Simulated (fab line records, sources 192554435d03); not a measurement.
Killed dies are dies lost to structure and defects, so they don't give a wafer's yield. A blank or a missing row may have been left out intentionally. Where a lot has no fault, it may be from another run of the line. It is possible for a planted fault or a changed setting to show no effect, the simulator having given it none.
A lot that was struck, set against a sound lot    flow n5 finfet    17 steps out of a route of 1938
Sound: these wafers, L424.1, L424.4, L424.5. Struck: wafer L432.3. (L432.1 of the same lot was not struck and is left out.) The cause comes at the end.
At each step with rows: each side's tool, then ch and its chambers, then its first start. Under that, the readings that differ: sound wafers    struck wafers    difference of the means    sigmas: that difference in standard deviations of wafers without a fault.
alike: same words and numbers on both sides, and readings whose means sit less than 2 such deviations apart. not compared: any withheld reading, any reading some wafer has no value for, any bound like >300 that may hide the same value, and any number with overlapping values for which the record gives no deviation.
Wherever a step has rows on one side only, a row that says differs or no value, or a row with sigmas, the two part there. Numbers that have no deviation but don't overlap get no sigmas and don't part them. A reading that every wafer of one side lacks parts them only if that side has two wafers or more.

first, 8 steps without rows for these wafers: N5_MIM_BOT_LITHO_HMDS_01 (time 60 s); N5_MIM_BOT_LITHO_COAT_02; N5_MIM_BOT_LITHO_EBR_04; N5_MIM_BOT_LITHO_SOFTBAKE_03 (time 90 s); N5_MIM_BOT_LITHO_EXPOSE_05 (exposes mask MIM BOT); N5_MIM_BOT_LITHO_PEB_06; N5_MIM_BOT_LITHO_DEVELOP_07 (develop time 60 s); N5_MIM_BOT_LITHO_HARDBAKE_09 (time 120 s).
N5_MIM_BOT_LITHO_CD_MEAS_08 targets a cd of 3000 nm.
  sound on cd sem-02 ch 0, day 14 20:40; struck on cd sem-01 ch 0, day 17 18:41
  alike: cd nm
N5_MIM_BOT_LITHO_OVL_MEAS_11:
  sound on overlay-02 ch 0, day 14 20:42; struck on overlay-01 ch 0, day 17 18:43
  alike: MIM_BOT_OVL
N5_MIM_BOT_LITHO_INSPECT_12: inspects for defects (macro).
  sound on defect inspect-02, day 14 20:44; struck on defect inspect-02, day 17 18:44
  alike: raw defect count
N5_MIM_BOT_LITHO_DESCUM_10: chemistry O2, time 7.9 s.
  sound on rie diel-05 ch 1,2, day 14 21:28; struck on rie diel-05 ch 2, day 17 18:46
  alike: drypump motor current A, o2 flow sccm, oes product au, rf vpp V, showerhead plenum p Torr, throttle valve pct
  not compared: rf hours counter h
N5_MIM_BOT_ETCH_ETCH_04: etches SiNx in CF4/O2, target depth 26 nm, time 13 s.
  sound on rie diel-05 ch 1,2, day 14 21:31; struck on rie diel-05 ch 2, day 17 18:50
reading                               sound              struck  difference  sigmas
oes product au (a.u.)                 0.75 0.86 0.86     1.30    +0.48       +7
model.etch.depth nm (nm)              27.84 26.38 26.39  42.49   +15.62      
model.MIM_BOT_ETCH.cd offset nm (nm)  0 0 0              -0.8    -0.8        
  alike: bias w, drypump motor current A, rf vpp V, showerhead plenum p Torr, throttle valve pct
  not compared: rf hours counter h, model.coat_of_MIM_BOT_LITHO_COAT_02.thk nm
N5_MIM_BOT_ETCH_ETCH_03: etches the open film in Cl2/BCl3, target depth 12 nm.
  sound on rie metal-03 ch 0, day 14 21:37; struck on rie metal-03 ch 0, day 17 18:55
reading     sound              struck  difference  sigmas
bias w (W)  100.7 100.3 100.2  99.4    -1.0        -3
  alike: drypump motor current A, oes product au, throttle valve pct
  not compared: rf hours counter h
N5_MIM_BOT_ETCH_ETCH_00: etches TiN in Cl2/BCl3, target depth 45.5 nm.
  sound on rie metal-03 ch 0, day 14 21:42; struck on rie metal-03 ch 0, day 17 19:01
reading                               sound           struck  difference  sigmas
model.MIM_BOT_ETCH.cd offset nm (nm)  -0.2 -0.4 -0.2  -0.6    -0.3        
  alike: bias w, drypump motor current A, oes product au, throttle valve pct
  not compared: rf hours counter h, model.coat_of_MIM_BOT_LITHO_COAT_02.thk nm
N5_MIM_BOT_ETCH_STRIP_01: strips in O2.
  sound on rie diel-05 ch 1,2, day 14 21:53; struck on rie diel-05 ch 2, day 17 19:09
reading                sound           struck  difference  sigmas
oes product au (a.u.)  0.72 0.86 0.70  0.93    +0.17       +2
  alike: drypump motor current A, o2 flow sccm, rf vpp V, showerhead plenum p Torr, throttle valve pct
  not compared: rf hours counter h
N5_PASSIVATION_PROBE_49:
  the record has rows for the struck wafers here (prober-01, day 18 06:20) and none for the sound ones

## WHERE THEY PART
First at N5_MIM_BOT_ETCH_ETCH_04; last, within this record, at N5_PASSIVATION_PROBE_49.

WHY: what the simulator had put in
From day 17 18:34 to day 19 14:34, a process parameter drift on rie diel-05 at N5_MIM_BOT_ETCH_ETCH_04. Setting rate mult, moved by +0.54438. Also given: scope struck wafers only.
